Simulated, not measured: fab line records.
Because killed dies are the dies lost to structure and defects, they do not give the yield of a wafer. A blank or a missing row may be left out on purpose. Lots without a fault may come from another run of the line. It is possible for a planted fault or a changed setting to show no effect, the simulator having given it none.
fab line records    flow nandHarc
record lots=13  wafers=39  lastDay=33
route steps=1302 shown A_CONTACT@1102 A_BLC@1117 END@1302
lots that met no fault: taken from a fault-free run of the same line
startH: hours from the record's first day to the start of the lot's first wafer shown    waitH: hours from the lot's prior step to this one    " identical to the entry in the row above    L1.1+2: one row covering several wafers at once    - no value present, or no start provided    * or withheld: withheld    < > ~ a bound
route shown NAME@n: NAME is a module with steps in the file, n the number in the route of the first one    usual: mean/standard deviation of fault-free wafers    same: alike in all rows    chamber/n: place in a boat    sites: readings site by site    _std_site: standard deviation across them    _edge_site: mean of outer sites minus mean of inner sites    radiusMm: for every site, how far away it sits from the centre of the wafer    mask NAME#n: copy n    behind: the last tool/chamber to shape the wafer    hold: why the lot was held/for how many hours/how that ended    device: the n, p or np transistor that did not switch    end of line: the route-end tests of the same wafers    a step with no rows: only its recipe    killed: dies that structure and defects cost at the first sort, which is not the same as the wafer's yield    map: a wafer's dies, marking killed ones x, the rest . and places with no die _
set.NAME: the setting as run; set.NAME@STEP: as run at that earlier step    model.NAME: the simulator's own value behind a step, which no gauge read
a sample of lots followed through the steps of the route, with each step as a table and each wafer as a row
services: the hour from which a tool's chamber was out of use, counted from the record's first day as startH (under 0 if before that day), plus the number of hours and why
## steps
# step NHARC_A_CONTACT_CVD_19
# recipe targetThkA=3000  tempC=300  pressureTorr=40  wf6FlowSccm=40  h2FlowSccm=1600  arFlowSccm=1560  timeS=802  material=W
# usual heaterPowerW=497/27  throttleValvePct=8.0/0.36
lot.wafer  tool     chamber  startH  waitH  heaterPowerW  throttleValvePct
L194.2     cvdW-02  0        -       -      476           8.2
L194.3     "        1        "       "      491           7.9
L194.5     "        0        "       "      482           8.5
L196.4     cvdW-02  1        -       -      501           8.0
L196.3     "        0        "       "      471           8.6
L196.5     "        1        "       "      500           7.8
L197.2     cvdW-02  0        -       -      480           8.3
L197.3     "        0        "       "      490           8.6
L197.5     "        1        "       "      514           8.1
L198.1     cvdW-01  0        -       -      465           8.1
L198.4     "        1        "       "      523           7.4
L198.6     "        0        "       "      466           8.3
L199.2     cvdW-01  1        -       -      525           7.7
L199.4     "        0        "       "      475           7.9
L199.6     "        0        "       "      459           7.9
L201.1     cvdW-02  1        -       -      494           8.0
L201.3     "        1        "       "      498           7.8
L201.6     "        0        "       "      493           8.6
L205.1     cvdW-02  0        -       -      483           8.7
L205.2     "        0        "       "      475           8.7
L205.5     "        0        "       "      480           8.5
L202.3     cvdW-01  0        -       -      454           8.0
L202.4     "        1        "       "      528           7.5
L202.5     "        0        "       "      467           8.1
L203.2     cvdW-01  0        -       -      483           8.1
L203.5     "        0        "       "      471           8.1
L203.6     "        1        "       "      534           7.5
L204.1     cvdW-02  1        -       -      495           7.7
L204.3     "        1        "       "      517           8.0
L204.6     "        0        "       "      478           8.4
L213.2     cvdW-02  0        -       -      485           8.4
L213.1     "        1        "       "      495           8.2
L213.5     "        0        "       "      493           8.7
L216.1     cvdW-01  0        -       -      444           8.2
L216.3     "        1        "       "      535           7.6
L216.6     "        1        "       "      533           7.5
L215.3     cvdW-01  1        -       -      543           7.4
L215.6     "        0        "       "      470           8.0
L215.5     "        1        "       "      545           7.8
# step NHARC_A_BLC_CD_MEAS_10
# recipe targetCdNm=100  landingEnergyEv=500
# usual cdNm=100.0/0.62
lot.wafer  tool      chamber  startH  waitH  cdNm
L194.2     cdSem-01  0        534.91  -      99.6
L194.3     "         0        "       "      99.0
L194.5     "         0        "       "      99.9
L196.3     cdSem-03  0        546.75  -      100.8
L196.4     "         0        "       "      100.4
L196.5     "         0        "       "      100.9
L197.2     cdSem-02  0        580.93  -      99.3
L197.3     "         0        "       "      99.3
L197.5     "         0        "       "      98.9
L198.1     cdSem-01  0        588.24  -      100.6
L198.4     "         0        "       "      99.4
L198.6     "         0        "       "      99.8
L199.2     cdSem-01  0        594.67  -      99.6
L199.4     "         0        "       "      99.2
L199.6     "         0        "       "      99.5
L201.1     cdSem-03  0        596.21  -      99.2
L201.3     "         0        "       "      100.0
L201.6     "         0        "       "      98.8
L205.1     cdSem-02  0        615.86  -      100.0
L205.2     "         0        "       "      99.7
L205.5     "         0        "       "      99.7
L202.3     cdSem-01  0        619.45  -      99.6
L202.4     "         0        "       "      99.6
L202.5     "         0        "       "      99.7
L203.2     cdSem-03  0        625.14  -      99.7
L203.5     "         0        "       "      99.7
L203.6     "         0        "       "      100.2
L204.1     cdSem-02  0        625.69  -      99.2
L204.3     "         0        "       "      99.5
L204.6     "         0        "       "      99.9
L213.1     cdSem-02  0        728.38  -      100.1
L213.2     "         0        "       "      100.6
L213.5     "         0        "       "      100.4
L216.1     cdSem-01  0        739.14  -      100.2
L216.3     "         0        "       "      99.6
L216.6     "         0        "       "      101.1
L215.3     cdSem-01  0        742.63  -      99.4
L215.5     "         0        "       "      99.7
L215.6     "         0        "       "      99.8
# step NHARC_A_BLC_CD_MEAS_19
# usual cdNm=100.1/2.2
lot.wafer  tool      chamber  startH  waitH  cdNm
L194.2     cdSem-01  -        536.07  -      100.8
L194.3     "         -        "       "      99.9
L194.5     "         -        "       "      102.2
L196.3     cdSem-02  -        547.90  -      101.1
L196.4     "         -        "       "      98.6
L196.5     "         -        "       "      98.8
L197.2     cdSem-02  -        582.10  -      96.3
L197.3     "         -        "       "      97.9
L197.5     "         -        "       "      99.9
L198.1     cdSem-01  -        589.58  -      99.8
L198.4     "         -        "       "      99.1
L198.6     "         -        "       "      103.5
L199.2     cdSem-02  -        595.96  -      98.8
L199.4     "         -        "       "      100.0
L199.6     "         -        "       "      101.8
L201.1     cdSem-02  -        597.36  -      99.7
L201.3     "         -        "       "      103.0
L201.6     "         -        "       "      100.1
L205.1     cdSem-01  -        617.02  -      100.8
L205.2     "         -        "       "      99.9
L205.5     "         -        "       "      98.8
L202.3     cdSem-03  -        620.61  -      101.9
L202.4     "         -        "       "      97.4
L202.5     "         -        "       "      101.8
L203.2     cdSem-02  -        626.33  -      99.7
L203.5     "         -        "       "      101.4
L203.6     "         -        "       "      101.9
L204.1     cdSem-01  -        626.84  -      96.9
L204.3     "         -        "       "      102.0
L204.6     "         -        "       "      98.3
L213.1     cdSem-03  -        729.54  -      101.3
L213.2     "         -        "       "      100.0
L213.5     "         -        "       "      101.6
L216.1     cdSem-02  -        740.30  -      100.9
L216.3     "         -        "       "      100.0
L216.6     "         -        "       "      104.2
L215.3     cdSem-01  -        743.97  -      99.3
L215.5     "         -        "       "      95.4
L215.6     "         -        "       "      98.9
# step NHARC_A_BLC_CVD_24
# recipe targetThkA=1500  tempC=300  pressureTorr=40  wf6FlowSccm=40  h2FlowSccm=1600  arFlowSccm=1560  timeS=434  material=W
# usual heaterPowerW=497/24  throttleValvePct=8.1/0.35
lot.wafer  tool     chamber  startH  waitH  heaterPowerW  throttleValvePct
L194.2     cvdW-02  0        537.17  -      490           8.4
L194.3     "        1        "       "      490           7.9
L194.5     "        1        "       "      494           7.8
L196.4     cvdW-01  0        549.10  -      510           8.0
L196.3     "        1        "       "      540           7.8
L196.5     "        0        "       "      481           8.4
L197.2     cvdW-02  0        583.25  -      490           8.3
L197.3     "        1        "       "      507           7.8
L197.5     "        0        "       "      493           8.4
L198.1     cvdW-02  1        590.75  -      506           7.8
L198.4     "        1        "       "      482           8.0
L198.6     "        1        "       "      500           8.2
L199.2     cvdW-01  0        597.01  -      475           8.0
L199.4     "        0        "       "      469           8.1
L199.6     "        0        "       "      460           8.1
L201.1     cvdW-02  0        598.48  -      477           8.4
L201.3     "        0        "       "      485           8.7
L201.6     "        0        "       "      485           8.5
L205.1     cvdW-02  0        618.07  -      493           8.6
L205.2     "        0        "       "      485           8.5
L205.5     "        0        "       "      492           8.7
L202.3     cvdW-02  1        621.79  -      524           8.1
L202.4     "        0        "       "      489           8.5
L202.5     "        1        "       "      503           7.8
L203.2     cvdW-01  0        627.44  -      474           8.1
L203.5     "        1        "       "      533           7.2
L203.6     "        0        "       "      471           8.2
L204.1     cvdW-02  0        627.95  -      479           8.3
L204.3     "        1        "       "      494           8.1
L204.6     "        0        "       "      485           8.5
L213.2     cvdW-02  0        730.59  -      486           8.2
L213.1     "        1        "       "      489           8.0
L213.5     "        1        "       "      498           8.3
L216.1     cvdW-02  1        741.39  -      487           8.2
L216.3     "        1        "       "      496           8.0
L216.6     "        0        "       "      488           8.5
L215.3     cvdW-02  0        745.23  -      486           8.4
L215.6     "        1        "       "      498           8.4
L215.5     "        0        "       "      499           8.1
# step NHARC_A_BLC_CMP_25
# recipe tOverpolishS=30  targetThkNm=150
# usual motorCurrentA=12.3/0.9  overpolishRunS=29.999/0.0087  timeToEndpointS=30.7/2.6
lot.wafer  tool    chamber  startH  waitH  motorCurrentA  overpolishRunS  timeToEndpointS
L194.3     cmp-03  1        537.70  0.2    12.0           29.995          29.9
L194.2     "       0        "       "      13.1           30.003          31.4
L194.5     "       2        "       "      12.3           30.009          30.9
L196.4     cmp-03  3        549.49  0.3    10.6           29.995          32.2
L196.3     "       2        "       "      12.1           29.999          28.3
L196.5     "       3        "       "      10.4           29.997          30.1
L197.2     cmp-02  1        583.71  0.4    12.1           29.992          30.2
L197.3     "       3        "       "      11.7           29.988          29.7
L197.5     "       1        "       "      13.0           29.999          29.8
L198.4     cmp-02  3        591.27  0.3    12.2           29.995          32.0
L198.1     "       2        "       "      12.7           29.996          36.7
L198.6     "       3        "       "      11.8           30.006          28.2
L199.2     cmp-02  2        597.54  0.5    13.0           29.999          34.0
L199.4     "       3        "       "      11.4           30.002          28.1
L199.6     "       3        "       "      11.9           30.000          26.8
L201.1     cmp-03  1        599.47  0.9    12.2           30.000          30.5
L201.3     "       2        "       "      12.3           30.016          30.7
L201.6     "       0        "       "      13.6           29.997          29.3
L205.1     cmp-03  0        619.03  0.8    13.7           30.018          34.0
L205.2     "       3        "       "      11.1           30.021          32.7
L205.5     "       0        "       "      13.5           29.996          31.9
L202.4     cmp-01  0        622.22  0.3    10.9           29.994          19.5
L202.3     "       1        "       "      12.7           30.012          22.1
L202.5     "       2        "       "      13.3           30.009          21.6
L203.2     cmp-03  1        627.92  0.4    11.8           29.992          29.0
L203.5     "       0        "       "      13.2           29.994          31.0
L203.6     "       1        "       "      12.6           30.009          31.6
L204.3     cmp-03  1        628.46  0.4    12.2           30.002          21.6
L204.1     "       2        "       "      12.1           30.001          23.6
L204.6     "       0        "       "      12.8           30.000          24.6
L213.2     cmp-01  2        731.14  0.5    13.1           29.999          30.1
L213.1     "       3        "       "      14.0           29.982          31.4
L213.5     "       2        "       "      13.5           29.996          27.6
L216.1     cmp-03  2        741.92  0.5    12.1           30.015          30.1
L216.3     "       3        "       "      10.8           30.005          33.9
L216.6     "       2        "       "      12.1           29.996          28.6
L215.3     cmp-02  3        745.59  0.3    11.5           30.030          27.2
L215.6     "       1        "       "      11.7           29.993          26.5
L215.5     "       2        "       "      13.3           29.986          32.7
# step NHARC_END_SORT_01
# recipe tempC=25
# usual killedAtArray=53/19  killedAtOther=0.8/1.2  killedAtPeriphery=3.7/2.3  killedDies=57/19  killedOpen=3.2/1.7  killedShort=2.6/1.8
# same grossDies=677
lot.wafer  tool       chamber  startH  waitH  killedAtArray  killedAtOther  killedAtPeriphery  killedDies  killedOpen  killedShort
L194.2     prober-02  0        580.52  2.8    56             1              3                  60          3           4
L194.3     prober-02  0        581.33  3.1    57             0              6                  63          2           3
L194.5     prober-02  0        582.95  3.7    57             0              8                  65          6           2
L196.3     prober-02  0        593.09  3.1    25             0              12                 37          5           2
L196.4     prober-02  0        593.90  3.4    37             0              6                  43          2           3
L196.5     prober-02  0        594.70  3.7    31             0              6                  37          6           4
L197.2     prober-01  0        624.27  2.8    85             0              1                  86          3           0
L197.3     prober-01  0        625.07  3.1    95             0              3                  98          3           3
L197.5     prober-01  0        626.66  3.7    82             0              1                  83          0           0
L198.1     prober-02  0        632.96  2.5    31             0              2                  33          4           5
L198.4     prober-02  0        635.37  3.4    31             0              2                  33          4           1
L198.6     prober-02  0        636.98  4.0    25             1              1                  27          4           5
L201.1     prober-01  0        640.83  2.5    60             0              4                  64          1           2
L201.3     prober-01  0        642.42  3.1    77             0              5                  82          5           3
L201.6     prober-01  0        644.79  4.0    62             3              3                  68          2           0
L199.2     prober-02  0        641.59  2.8    26             1              2                  29          1           1
L199.4     prober-02  0        643.20  3.4    29             1              3                  33          3           2
L199.6     prober-02  0        644.81  4.0    27             3              1                  31          5           0
L205.1     prober-02  0        662.24  2.5    66             1              3                  70          3           6
L205.2     prober-02  0        663.03  2.8    74             2              1                  77          3           3
L205.5     prober-02  0        665.42  3.7    54             2              3                  59          3           3
L204.1     prober-01  0        670.02  2.5    17             1              2                  20          1           1
L204.3     prober-01  0        671.61  3.1    19             1              2                  22          2           2
L204.6     prober-01  0        674.00  4.0    21             0              6                  27          2           4
L203.2     prober-02  0        670.82  2.8    84             0              4                  88          1           5
L203.5     prober-02  0        673.25  3.7    93             0              4                  97          2           1
L203.6     prober-02  0        674.06  4.0    69             1              2                  72          6           1
L202.3     prober-01  0        684.18  3.1    53             0              2                  55          4           1
L202.4     prober-01  0        684.99  3.4    44             1              2                  47          4           1
L202.5     prober-01  0        685.80  3.7    43             2              5                  50          6           2
L213.1     prober-01  0        779.21  2.5    45             1              7                  53          7           3
L213.2     prober-01  0        779.99  2.8    63             5              6                  74          8           0
L213.5     prober-01  0        782.33  3.6    55             1              4                  60          3           1
L216.1     prober-02  0        783.01  2.5    50             0              3                  53          3           2
L216.3     prober-02  0        784.61  3.1    43             1              3                  47          2           3
L216.6     prober-02  0        787.01  4.0    42             2              2                  46          2           2
L215.3     prober-01  0        788.52  3.1    55             0              7                  62          3           5
L215.5     prober-01  0        790.10  3.7    52             0              9                  61          5           3
L215.6     prober-01  0        790.90  4.0    48             0              2                  50          2           1
# killed by level:class
L194.2 A_CHANNEL_HOLE_D1:chamberFilmFlake=30 A_CHANNEL_HOLE_D2:chamberFilmFlake=16 A_STAIRCASE:chamberFilmFlake=3 A_CONTACT:chamberFilmFlake=2 P_M0:geometricParticle:open=1 P_M0:geometricParticle:short=1 A_ONON_D1:geometricParticle:open=1 A_SGD_CUT:geometricParticle:short=1
L194.3 A_CHANNEL_HOLE_D1:chamberFilmFlake=22 A_CHANNEL_HOLE_D2:chamberFilmFlake=20 A_CONTACT:chamberFilmFlake=6 A_CHANNEL_FILL_D2:chamberFilmFlake=3 A_STAIRCASE:chamberFilmFlake=3 P_STI:geometricParticle:open=1 P_GATE:geometricParticle:short=1 P_M0:geometricParticle:open=1
L194.5 A_CHANNEL_HOLE_D2:chamberFilmFlake=26 A_CHANNEL_HOLE_D1:chamberFilmFlake=13 A_CONTACT:chamberFilmFlake=9 A_STAIRCASE:chamberFilmFlake=3 P_GATE:geometricParticle:open=2 P_GATE:chamberFilmFlake=2 P_CONTACT:geometricParticle:open=1 P_M0:geometricParticle:short=1
L196.3 A_CHANNEL_HOLE_D2:chamberFilmFlake=16 P_GATE:chamberFilmFlake=5 P_M0:chamberFilmFlake=4 P_CONTACT:geometricParticle:open=2 A_CONTACT:chamberFilmFlake=2 P_GATE:geometricParticle:open=1 A_CHANNEL_FILL_D1:geometricParticle:short=1 A_DECK1_JOINT:geometricParticle:open=1
L196.4 A_CHANNEL_HOLE_D2:chamberFilmFlake=29 P_M0:chamberFilmFlake=4 A_CHANNEL_FILL_D2:geometricParticle:short=2 A_ONON_D1:geometricParticle:open=1 A_WL_FILL:geometricParticle:short=1 A_CONTACT:geometricParticle:open=1 P_GATE:chamberFilmFlake=1 P_M2:chamberFilmFlake=1
L196.5 A_CHANNEL_HOLE_D2:chamberFilmFlake=16 A_CONTACT:chamberFilmFlake=3 A_ONON_D2:geometricParticle:short=2 P_M0:chamberFilmFlake=2 A_CHANNEL_HOLE_D1:chamberFilmFlake=2 P_CONTACT:geometricParticle:open=1 P_M0:geometricParticle:short=1 A_CHANNEL_FILL_D1:geometricParticle:open=1
L197.2 A_CHANNEL_HOLE_D1:chamberFilmFlake=26 A_CHANNEL_HOLE_D2:chamberFilmFlake=26 A_SLIT:chamberFilmFlake=18 A_STAIRCASE:chamberFilmFlake=4 A_CONTACT:chamberFilmFlake=4 A_BLC:chamberFilmFlake=3 A_DECK1_JOINT:geometricParticle:open=2 A_SOURCE_PLATE:geometricParticle:open=1
L197.3 A_CHANNEL_HOLE_D2:chamberFilmFlake=30 A_SLIT:chamberFilmFlake=28 A_CHANNEL_HOLE_D1:chamberFilmFlake=17 A_CONTACT:chamberFilmFlake=9 A_STAIRCASE:chamberFilmFlake=3 A_BLC:chamberFilmFlake=3 P_CONTACT:geometricParticle:open=1 A_ONON_D1:geometricParticle:short=1
L197.5 A_CHANNEL_HOLE_D2:chamberFilmFlake=23 A_SLIT:chamberFilmFlake=23 A_CHANNEL_HOLE_D1:chamberFilmFlake=22 A_CONTACT:chamberFilmFlake=7 A_BLC:chamberFilmFlake=4 A_STAIRCASE:chamberFilmFlake=2 P_BONDPAD:chamberFilmFlake=1 A_CHANNEL_FILL_D2:chamberFilmFlake=1
L198.1 A_CHANNEL_HOLE_D2:chamberFilmFlake=5 A_STAIRCASE:chamberFilmFlake=4 A_WL_FILL:chamberFilmFlake=4 A_CHANNEL_FILL_D1:chamberFilmFlake=3 A_CONTACT:chamberFilmFlake=3 A_CHANNEL_HOLE_D1:geometricParticle:short=2 A_CHANNEL_HOLE_D1:chamberFilmFlake=2 P_M0:geometricParticle:open=1
L198.4 A_STAIRCASE:chamberFilmFlake=8 A_CHANNEL_HOLE_D2:chamberFilmFlake=7 A_CHANNEL_HOLE_D1:chamberFilmFlake=4 A_CONTACT:chamberFilmFlake=3 P_GATE:geometricParticle:open=2 A_CHANNEL_FILL_D1:chamberFilmFlake=2 A_SLIT:chamberFilmFlake=2 A_WL_FILL:chamberFilmFlake=2
L198.6 A_CHANNEL_HOLE_D2:chamberFilmFlake=8 A_BLC:chamberFilmFlake=3 A_SGD_CUT:geometricParticle:short=2 A_CONTACT:geometricParticle:open=2 A_CHANNEL_FILL_D1:chamberFilmFlake=2 A_WL_FILL:chamberFilmFlake=2 P_M0:geometricParticle:short=1 A_ONON_D1:geometricParticle:open=1
L201.1 A_SLIT:chamberFilmFlake=24 A_CHANNEL_HOLE_D1:chamberFilmFlake=16 A_CHANNEL_HOLE_D2:chamberFilmFlake=11 P_ZERO_WELL:chamberFilmFlake=3 A_CONTACT:chamberFilmFlake=2 A_SOURCE_PLATE:geometricParticle:short=1 A_ONON_D1:geometricParticle:short=1 A_DECK1_JOINT:geometricParticle:open=1
L199.2 A_CHANNEL_HOLE_D2:chamberFilmFlake=9 A_CONTACT:chamberFilmFlake=7 A_CHANNEL_HOLE_D1:chamberFilmFlake=6 P_M1:geometricParticle:open=1 A_SOURCE_PLATE:geometricParticle:short=1 P_STI:chamberFilmFlake=1 A_STAIRCASE:chamberFilmFlake=1 A_SLIT:chamberFilmFlake=1
L201.3 A_CHANNEL_HOLE_D1:chamberFilmFlake=32 A_CHANNEL_HOLE_D2:chamberFilmFlake=15 A_SLIT:chamberFilmFlake=15 A_ZERO_WELL:chamberFilmFlake=3 A_WL_FILL:chamberFilmFlake=3 A_WL_FILL:geometricParticle:short=2 P_CONTACT:geometricParticle:short=1 P_CONTACT:geometricParticle:open=1
L199.4 A_CHANNEL_HOLE_D2:chamberFilmFlake=8 A_CONTACT:chamberFilmFlake=4 A_CHANNEL_HOLE_D1:chamberFilmFlake=3 A_STAIRCASE:chamberFilmFlake=3 A_BONDPAD:chamberFilmFlake=3 P_STI:chamberFilmFlake=2 A_CHANNEL_FILL_D1:geometricParticle:open=1 A_DECK1_JOINT:geometricParticle:short=1
L201.6 A_SLIT:chamberFilmFlake=21 A_CHANNEL_HOLE_D1:chamberFilmFlake=16 A_CHANNEL_HOLE_D2:chamberFilmFlake=15 A_BLC:chamberFilmFlake=4 P_BONDPAD:chamberFilmFlake=3 THIN_TSV:chamberFilmFlake=3 A_CONTACT:chamberFilmFlake=2 A_CHANNEL_FILL_D1:geometricParticle:open=1
L199.6 A_CHANNEL_HOLE_D2:chamberFilmFlake=6 A_CONTACT:chamberFilmFlake=4 A_CHANNEL_HOLE_D1:chamberFilmFlake=3 A_BLC:chamberFilmFlake=3 THIN_TSV:chamberFilmFlake=3 A_DECK1_JOINT:geometricParticle:open=2 A_CHANNEL_FILL_D2:chamberFilmFlake=2 P_M0:geometricParticle:open=1
L205.1 A_SLIT:chamberFilmFlake=34 A_CHANNEL_HOLE_D1:chamberFilmFlake=17 A_CHANNEL_HOLE_D2:chamberFilmFlake=2 A_CONTACT:chamberFilmFlake=2 P_STI:geometricParticle:open=1 P_CONTACT:geometricParticle:open=1 P_M0:geometricParticle:open=1 A_CHANNEL_FILL_D1:geometricParticle:short=1
L205.2 A_CHANNEL_HOLE_D1:chamberFilmFlake=35 A_SLIT:chamberFilmFlake=23 A_DECK1_JOINT:chamberFilmFlake=3 A_CONTACT:chamberFilmFlake=3 A_ONON_D2:geometricParticle:open=2 A_WL_FILL:geometricParticle:short=2 A_ZERO_WELL:chamberFilmFlake=2 THIN_TSV:chamberFilmFlake=2
L205.5 A_SLIT:chamberFilmFlake=23 A_CHANNEL_HOLE_D1:chamberFilmFlake=15 A_CONTACT:chamberFilmFlake=5 A_DECK1_JOINT:geometricParticle:open=3 A_WL_FILL:chamberFilmFlake=2 THIN_TSV:chamberFilmFlake=2 A_CHANNEL_HOLE_D2:geometricParticle:short=1 A_CHANNEL_FILL_D2:geometricParticle:short=1
L204.1 A_CHANNEL_HOLE_D1:chamberFilmFlake=6 A_CHANNEL_FILL_D2:chamberFilmFlake=4 A_SLIT:chamberFilmFlake=2 A_DECK1_JOINT:geometricParticle:open=1 A_DECK1_JOINT:geometricParticle:short=1 P_STI:chamberFilmFlake=1 P_GATE:chamberFilmFlake=1 A_CHANNEL_HOLE_D2:chamberFilmFlake=1
L203.2 A_SLIT:chamberFilmFlake=34 A_CHANNEL_HOLE_D1:chamberFilmFlake=16 A_CONTACT:chamberFilmFlake=14 A_CHANNEL_HOLE_D2:chamberFilmFlake=10 A_DECK1_JOINT:geometricParticle:short=2 P_M1:chamberFilmFlake=2 A_CHANNEL_FILL_D2:chamberFilmFlake=2 A_STAIRCASE:chamberFilmFlake=2
L204.3 A_CHANNEL_HOLE_D1:chamberFilmFlake=5 A_SLIT:chamberFilmFlake=4 A_CHANNEL_HOLE_D2:chamberFilmFlake=3 A_CHANNEL_FILL_D2:chamberFilmFlake=3 P_M0:geometricParticle:open=1 A_ONON_D1:geometricParticle:short=1 A_CHANNEL_FILL_D2:geometricParticle:short=1 A_CONTACT:geometricParticle:open=1
L203.5 A_CHANNEL_HOLE_D1:chamberFilmFlake=35 A_SLIT:chamberFilmFlake=27 A_CHANNEL_HOLE_D2:chamberFilmFlake=14 A_CONTACT:chamberFilmFlake=11 P_STI:chamberFilmFlake=2 P_GATE:geometricParticle:short=1 A_ONON_D1:geometricParticle:open=1 A_M1:geometricParticle:open=1
L204.6 P_M1:chamberFilmFlake=4 A_CHANNEL_HOLE_D1:chamberFilmFlake=4 A_SLIT:chamberFilmFlake=3 A_CONTACT:chamberFilmFlake=3 A_WL_FILL:geometricParticle:short=2 A_CHANNEL_FILL_D2:chamberFilmFlake=2 A_STAIRCASE:chamberFilmFlake=2 P_M1:geometricParticle:short=1
L203.6 A_SLIT:chamberFilmFlake=22 A_CHANNEL_HOLE_D1:chamberFilmFlake=16 A_CHANNEL_HOLE_D2:chamberFilmFlake=14 A_CONTACT:chamberFilmFlake=9 A_DECK1_JOINT:geometricParticle:open=2 A_CONTACT:geometricParticle:open=2 P_STI:chamberFilmFlake=2 A_CHANNEL_FILL_D1:geometricParticle:open=1
L202.3 A_CHANNEL_HOLE_D1:chamberFilmFlake=30 A_CHANNEL_HOLE_D2:chamberFilmFlake=9 A_DECK1_JOINT:chamberFilmFlake=4 A_CONTACT:chamberFilmFlake=4 A_SLIT:chamberFilmFlake=2 P_M0:geometricParticle:open=1 P_M2:geometricParticle:open=1 A_SOURCE_PLATE:geometricParticle:open=1
L202.4 A_CHANNEL_HOLE_D2:chamberFilmFlake=17 A_CHANNEL_HOLE_D1:chamberFilmFlake=15 A_DECK1_JOINT:chamberFilmFlake=2 A_WL_FILL:chamberFilmFlake=2 A_CONTACT:chamberFilmFlake=2 A_CHANNEL_FILL_D1:geometricParticle:open=1 A_CHANNEL_HOLE_D2:geometricParticle:open=1 A_SGD_CUT:geometricParticle:short=1
L202.5 A_CHANNEL_HOLE_D1:chamberFilmFlake=21 A_CHANNEL_HOLE_D2:chamberFilmFlake=16 P_CONTACT:geometricParticle:open=3 THIN_TSV:chamberFilmFlake=2 P_CONTACT:geometricParticle:short=1 A_CHANNEL_FILL_D1:geometricParticle:short=1 A_DECK1_JOINT:geometricParticle:open=1 A_CHANNEL_FILL_D2:geometricParticle:open=1
L213.1 A_SLIT:chamberFilmFlake=22 A_CHANNEL_HOLE_D1:chamberFilmFlake=7 A_CHANNEL_HOLE_D2:chamberFilmFlake=5 P_GATE:chamberFilmFlake=3 A_CONTACT:chamberFilmFlake=2 P_STI:geometricParticle:open=1 P_GATE:geometricParticle:short=1 P_M0:geometricParticle:open=1
L213.2 A_SLIT:chamberFilmFlake=31 A_CONTACT:chamberFilmFlake=8 A_CHANNEL_HOLE_D2:chamberFilmFlake=7 A_CHANNEL_HOLE_D1:chamberFilmFlake=6 THIN_TSV:chamberFilmFlake=5 A_STAIRCASE:chamberFilmFlake=3 P_GATE:geometricParticle:open=2 A_BLC:geometricParticle:open=2
L213.5 A_SLIT:chamberFilmFlake=29 A_CHANNEL_HOLE_D1:chamberFilmFlake=7 A_CONTACT:chamberFilmFlake=7 A_CHANNEL_HOLE_D2:chamberFilmFlake=3 A_BLC:geometricParticle:open=2 P_GATE:chamberFilmFlake=2 P_CONTACT:chamberFilmFlake=2 A_STAIRCASE:chamberFilmFlake=2
L216.1 A_CHANNEL_HOLE_D2:chamberFilmFlake=30 A_SLIT:chamberFilmFlake=11 P_GATE:chamberFilmFlake=2 A_WL_FILL:chamberFilmFlake=2 A_CONTACT:chamberFilmFlake=2 P_M0:geometricParticle:open=1 A_ONON_D1:geometricParticle:short=1 A_CHANNEL_FILL_D1:geometricParticle:open=1
L216.3 A_CHANNEL_HOLE_D2:chamberFilmFlake=25 A_SLIT:chamberFilmFlake=5 A_CONTACT:chamberFilmFlake=4 P_GATE:chamberFilmFlake=2 A_WL_FILL:chamberFilmFlake=2 A_ONON_D1:geometricParticle:short=1 A_CHANNEL_HOLE_D1:geometricParticle:open=1 A_DECK1_JOINT:geometricParticle:short=1
L216.6 A_CHANNEL_HOLE_D2:chamberFilmFlake=23 A_SLIT:chamberFilmFlake=8 A_CONTACT:chamberFilmFlake=6 A_ONON_D1:geometricParticle:open=1 A_SGD_CUT:geometricParticle:open=1 A_SGD_CUT:geometricParticle:short=1 P_STI:chamberFilmFlake=1 P_GATE:chamberFilmFlake=1
L215.3 A_SLIT:chamberFilmFlake=30 A_CHANNEL_HOLE_D1:chamberFilmFlake=10 P_GATE:chamberFilmFlake=6 A_CONTACT:chamberFilmFlake=5 A_WL_FILL:geometricParticle:short=3 A_CHANNEL_HOLE_D2:chamberFilmFlake=2 P_M0:geometricParticle:open=1 A_DECK1_JOINT:geometricParticle:short=1
L215.5 A_SLIT:chamberFilmFlake=21 A_CHANNEL_HOLE_D1:chamberFilmFlake=12 A_CONTACT:chamberFilmFlake=8 P_ZERO_WELL:chamberFilmFlake=4 P_CONTACT:geometricParticle:short=2 A_DECK1_JOINT:geometricParticle:open=2 P_GATE:chamberFilmFlake=2 A_CHANNEL_HOLE_D2:chamberFilmFlake=2
L215.6 A_SLIT:chamberFilmFlake=35 A_CHANNEL_HOLE_D1:chamberFilmFlake=6 P_GATE:chamberFilmFlake=2 A_ONON_D1:geometricParticle:open=1 A_DECK1_JOINT:geometricParticle:open=1 A_M1:geometricParticle:short=1 A_CHANNEL_FILL_D1:chamberFilmFlake=1 A_DECK1_JOINT:chamberFilmFlake=1
## services
tool     chamber  startH  hours  kind
cmp-02   -        526.64  4.0    pm
cmp-03   -        557.57  4.0    pm
cmp-02   -        560.50  1.0    repair
cvdW-01  -        561.17  13.0   pm
cmp-03   -        567.55  0.5    repair
cmp-01   -        577.68  4.0    pm
cmp-03   -        589.68  6.2    repair
cvdW-02  1        595.38  23.0   repair
cmp-03   -        612.66  0.2    repair
cmp-02   -        624.64  4.0    pm
cvdW-02  -        631.01  13.0   pm
cvdW-02  0        631.01  13.0   ventCycle
cvdW-02  1        631.01  13.0   ventCycle
cmp-02   -        638.47  1.0    repair
cmp-03   -        655.57  4.0    pm
cmp-01   -        672.33  1.6    repair
cmp-01   -        675.68  4.0    pm
cmp-03   -        681.67  0.6    repair
cvdW-01  0        681.75  2.9    repair
cmp-03   -        688.73  3.7    repair
cmp-01   -        691.85  2.3    repair
cvdW-01  0        700.44  13.6   repair
cmp-02   -        722.64  4.0    pm
cvdW-01  -        742.17  13.0   pm
## key
firstSign step=NHARC_A_BLC_CMP_25  reading=timeToEndpointS  direction=down  sigmas=3.3  usual=*  struck=*
effect none on later readings
metAt NHARC_A_BLC_CVD_24
struckLots L202,L204
testerLeftOut L202,L204
notActingAt NHARC_A_CONTACT_CVD_19,NHARC_A_BLC_CD_MEAS_10,NHARC_A_BLC_CD_MEAS_19
onsetBetween 618.07 621.79
fault kind=processParameterDrift  tool=cvdW-02  chamber=-  onsetH=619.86  steps=NHARC_A_BLC_CVD_24  channel=targetThkA  offset=*  shape=step  endH=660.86  actsIn=*  stated=*
# testerLeftOut: of these lots the tester's yield and bins aren't shown, on N5 and GAA mostly nor the transistor test; their killed dies are dies lost to structure and defects alone, not to doping, threshold or leakage, so they don't give the yield
